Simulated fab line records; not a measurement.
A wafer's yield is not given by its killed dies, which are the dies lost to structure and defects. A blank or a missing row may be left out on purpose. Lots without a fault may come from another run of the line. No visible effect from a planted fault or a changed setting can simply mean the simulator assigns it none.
One fault through the eyes of 2 desks + flow nand_harc + only its own numbers are on each desk; what lay behind them is given at the end

## AT THE TOOL OWNER'S DESK: pecvd_onon-04
The tool's own readings at NHARC_A_ONON_D2_DEP_03 (target thk 1000 nm): means of the sampled wafers that have a number, for each lot that ran on this tool. The brackets show how far a lot's mean lies from the usual mean; more than 4 standard deviations puts the lot out of limits, marked OUT.
Columns: A = nh3_flow_sccm at NHARC_A_ONON_D2_DEP_03, usual 499.9 sccm
| lot  | first seen here | A     |
|------|-----------------|-------|
| L271 | day 12 13:03    | 501.2 |
| L275 | day 15 07:16    | 501.0 |
| L278 | day 16 04:58    | 500.5 |
| L287 | day 19 10:42    | 497.8 |
| L288 | day 20 06:53    | 500.0 |
Result from this desk: across the 5 lots, nothing is out of limits.

## FROM THE METROLOGY DESK
What the gauges read, lot by lot, whatever tool the lot ran on: means of the sampled wafers that have a number. The brackets show how far a lot's mean lies from the usual mean; more than 4 standard deviations puts the lot out of limits, marked OUT.
Columns: A = overlay_x_nm at NHARC_A_CHANNEL_HOLE_D1_OVL_MEAS_11, usual 0.0 nm; B = overlay_y_nm at NHARC_A_CHANNEL_HOLE_D1_OVL_MEAS_11, usual 0.2 nm; C = thk_nm at NHARC_A_ONON_D2_THK_MEAS_05, usual 1005 nm
| lot  | first seen here | A    | B    | C             |
|------|-----------------|------|------|---------------|
| L271 | day 8 18:46     | 0.5  | 1.0  | 1013          |
| L270 | day 8 19:24     | 0.3  | -0.2 | 1009          |
| L275 | day 10 14:44    | -0.1 | -0.4 | 776 (-28) OUT |
| L278 | day 12 06:37    | 0.3  | 0.3  | 722 (-34) OUT |
| L285 | day 14 08:28    | -0.5 | -0.9 | 1023          |
| L284 | day 14 09:32    | 0.7  | 1.0  | 1000          |
| L287 | day 15 13:34    | -0.2 | -0.4 | 999           |
| L288 | day 16 09:33    | 0.3  | 0.4  | 999           |
| L289 | day 16 11:38    | -0.2 | 0.7  | 1004          |
| L290 | day 16 19:55    | -0.8 | -0.1 | 1002          |
| L292 | day 17 07:44    | -0.5 | 0.7  | 1008          |
| L291 | day 17 08:49    | -0.9 | -0.3 | 1008          |
| L293 | day 18 01:42    | -0.3 | 0.1  | 1007          |
This desk's finding: out of limits on L275, L278; first on L275, day 15 07:43 (thk_nm at NHARC_A_ONON_D2_THK_MEAS_05). In limits: L271, L270, L285, L284, L287, L288, L289, L290, L292, L291, L293.

## BROUGHT TOGETHER
Metrology desk: alarm possible at day 15 07:43 on L275, L278.
Nothing out of limits was seen by the tool owner's desk.
Tool owner's desk: L275, L278 on record, inside its limits.
Every lot named ran NHARC_A_ONON_D2_DEP_03 on pecvd_onon-04.

## WHAT THE SIMULATOR HAD PUT IN
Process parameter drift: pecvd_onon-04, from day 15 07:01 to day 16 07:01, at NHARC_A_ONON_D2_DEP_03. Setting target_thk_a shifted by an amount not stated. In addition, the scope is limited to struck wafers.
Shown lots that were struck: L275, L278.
Per desk, hours elapsed from the start of the fault to the first reading out of limits: for the metrology desk, 1.
